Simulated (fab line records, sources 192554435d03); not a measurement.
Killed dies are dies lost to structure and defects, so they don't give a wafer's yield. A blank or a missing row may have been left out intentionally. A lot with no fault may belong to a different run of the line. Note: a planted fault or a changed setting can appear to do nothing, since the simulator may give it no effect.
Matching of chambers | flow n5Finfet | N5_BEOL_M5_ETCH_72 on rieDiel-06 has 4 sister chambers
The step etches underlayer in N2/H2, target depth 6.5 nm, time 5.2 s. 4 wafers are shown with their chamber, then 7 later ones without.

## WAFERS PAIRED WITH THEIR CHAMBERS
wafer  | chamber | throttleValvePct (%)
L080.5 | 2       | 17.71
L084.5 | 3       | 17.35
L088.2 | 0       | 17.94
L088.5 | 1       | 17.89

## WAFERS WITHOUT THEIR CHAMBER
wafer  | throttleValvePct (%)
L088.6 | 17.93
L097.3 | 17.96
L097.4 | 17.79
L097.5 | 17.38
L096.3 | 17.82
L096.4 | 17.96
L096.6 | 17.40

## WHICH CHAMBER EACH WENT THROUGH
wafer  | from the rows above          | in truth
L088.6 | can't be placed: 0 or 1      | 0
L097.3 | can't be placed: 0 or 1      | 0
L097.4 | can't be placed: 2 or 1 or 0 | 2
L097.5 | 3                            | 3
L096.3 | can't be placed: 1 or 2 or 0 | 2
L096.4 | can't be placed: 0 or 1      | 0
L096.6 | 3                            | 3
Placed correctly: 2 of 7. Can't be placed from these rows: 5 (the true chamber is among the candidates in 5). 0 placed wrongly.
How it was worked out, from the rows above alone: a wafer's distance from a chamber is the root of the sum, over the readings, of the square of ((its reading less the chamber's mean) divided by the reading's scatter). If the next closest chamber is less than 2 further off than the closest, the wafer can't be placed; otherwise it belongs to the closest. For every chamber, the mean is computed from those of its wafers that are shown. The scatter: with one shown wafer a chamber, the root of the mean of the squares of how far each hidden wafer lies from its nearest shown one.
